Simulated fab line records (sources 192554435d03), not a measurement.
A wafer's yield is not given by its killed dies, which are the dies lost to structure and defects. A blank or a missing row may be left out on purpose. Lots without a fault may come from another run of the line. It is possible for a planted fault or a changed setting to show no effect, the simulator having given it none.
Matching of chambers / flow n5-finfet / rie-diel-03 running N5_BEOL_M5_ETCH_62: 4 sister chambers
The step etches SOC in N2/H2, target depth 75 nm, overetch 15 nm, time 112.5 s. 16 wafers are shown with their chamber, then 8 later ones without.

## WAFERS WITH THEIR CHAMBER
wafer=L075.3; chamber=0; drypump-motor-current-A (A)=6.3; oes-product-au (a.u.)=0.58; throttle-valve-pct (%)=17.83
wafer=L075.5; chamber=2; drypump-motor-current-A (A)=5.5; oes-product-au (a.u.)=0.58; throttle-valve-pct (%)=17.68
wafer=L075.6; chamber=3; drypump-motor-current-A (A)=5.6; oes-product-au (a.u.)=0.55; throttle-valve-pct (%)=17.95
wafer=L079.3; chamber=0; drypump-motor-current-A (A)=6.3; oes-product-au (a.u.)=0.58; throttle-valve-pct (%)=17.84
wafer=L079.4; chamber=1; drypump-motor-current-A (A)=6.0; oes-product-au (a.u.)=0.68; throttle-valve-pct (%)=17.78
wafer=L079.6; chamber=0; drypump-motor-current-A (A)=6.4; oes-product-au (a.u.)=0.58; throttle-valve-pct (%)=17.83
wafer=L087.3; chamber=2; drypump-motor-current-A (A)=5.5; oes-product-au (a.u.)=0.57; throttle-valve-pct (%)=17.72
wafer=L087.5; chamber=1; drypump-motor-current-A (A)=6.0; oes-product-au (a.u.)=0.66; throttle-valve-pct (%)=17.81
wafer=L087.6; chamber=0; drypump-motor-current-A (A)=6.3; oes-product-au (a.u.)=0.57; throttle-valve-pct (%)=17.87
wafer=L086.1; chamber=2; drypump-motor-current-A (A)=5.5; oes-product-au (a.u.)=0.57; throttle-valve-pct (%)=17.73
wafer=L086.2; chamber=1; drypump-motor-current-A (A)=6.0; oes-product-au (a.u.)=0.66; throttle-valve-pct (%)=17.79
wafer=L086.6; chamber=1; drypump-motor-current-A (A)=6.0; oes-product-au (a.u.)=0.66; throttle-valve-pct (%)=17.80
wafer=L088.1; chamber=0; drypump-motor-current-A (A)=6.3; oes-product-au (a.u.)=0.57; throttle-valve-pct (%)=17.88
wafer=L088.3; chamber=3; drypump-motor-current-A (A)=5.6; oes-product-au (a.u.)=0.54; throttle-valve-pct (%)=17.96
wafer=L088.5; chamber=3; drypump-motor-current-A (A)=5.6; oes-product-au (a.u.)=0.53; throttle-valve-pct (%)=17.98
wafer=L089.3; chamber=1; drypump-motor-current-A (A)=6.1; oes-product-au (a.u.)=0.66; throttle-valve-pct (%)=17.83

SIGNATURES, as means of the wafers listed above
reading=drypump-motor-current-A; chamber 0=6.320; chamber 1=6.020; chamber 2=5.500; chamber 3=5.600; scatter within a chamber=0.0365
reading=oes-product-au; chamber 0=0.5760; chamber 1=0.6640; chamber 2=0.5733; chamber 3=0.5400; scatter within a chamber=0.00767
reading=throttle-valve-pct; chamber 0=17.8500; chamber 1=17.8020; chamber 2=17.7100; chamber 3=17.9633; scatter within a chamber=0.0215
Rule: a wafer's distance from a chamber is the root of the sum, over the readings, of the square of ((its reading less the chamber's mean) divided by the reading's scatter). The wafer belongs to the nearest chamber; if the next one is less than 2 further off, it can't be placed. The scatter: the root of (the sum of the squares of (reading less its chamber's mean) over the shown wafers, divided by (wafers less chambers)).

## WAFERS WHOSE CHAMBER IS MISSING
wafer=L089.5; drypump-motor-current-A (A)=5.6; oes-product-au (a.u.)=0.54; throttle-valve-pct (%)=17.99
wafer=L089.6; drypump-motor-current-A (A)=5.5; oes-product-au (a.u.)=0.57; throttle-valve-pct (%)=17.72
wafer=L094.1; drypump-motor-current-A (A)=5.6; oes-product-au (a.u.)=0.54; throttle-valve-pct (%)=18.00
wafer=L094.3; drypump-motor-current-A (A)=6.0; oes-product-au (a.u.)=0.66; throttle-valve-pct (%)=17.83
wafer=L094.4; drypump-motor-current-A (A)=5.5; oes-product-au (a.u.)=0.57; throttle-valve-pct (%)=17.74
wafer=L097.2; drypump-motor-current-A (A)=6.3; oes-product-au (a.u.)=0.55; throttle-valve-pct (%)=17.90
wafer=L097.5; drypump-motor-current-A (A)=6.1; oes-product-au (a.u.)=0.65; throttle-valve-pct (%)=17.83
wafer=L097.6; drypump-motor-current-A (A)=5.5; oes-product-au (a.u.)=0.56; throttle-valve-pct (%)=17.75

## WHICH CHAMBER EACH ONE RAN IN
wafer=L089.5; from the rows above=3; in truth=3
wafer=L089.6; from the rows above=2; in truth=2
wafer=L094.1; from the rows above=3; in truth=3
wafer=L094.3; from the rows above=1; in truth=1
wafer=L094.4; from the rows above=2; in truth=2
wafer=L097.2; from the rows above=0; in truth=0
wafer=L097.5; from the rows above=1; in truth=1
wafer=L097.6; from the rows above=2; in truth=2
Placed correctly: 8 of 8. Left unplaced by these rows: 0. 0 placed wrongly.
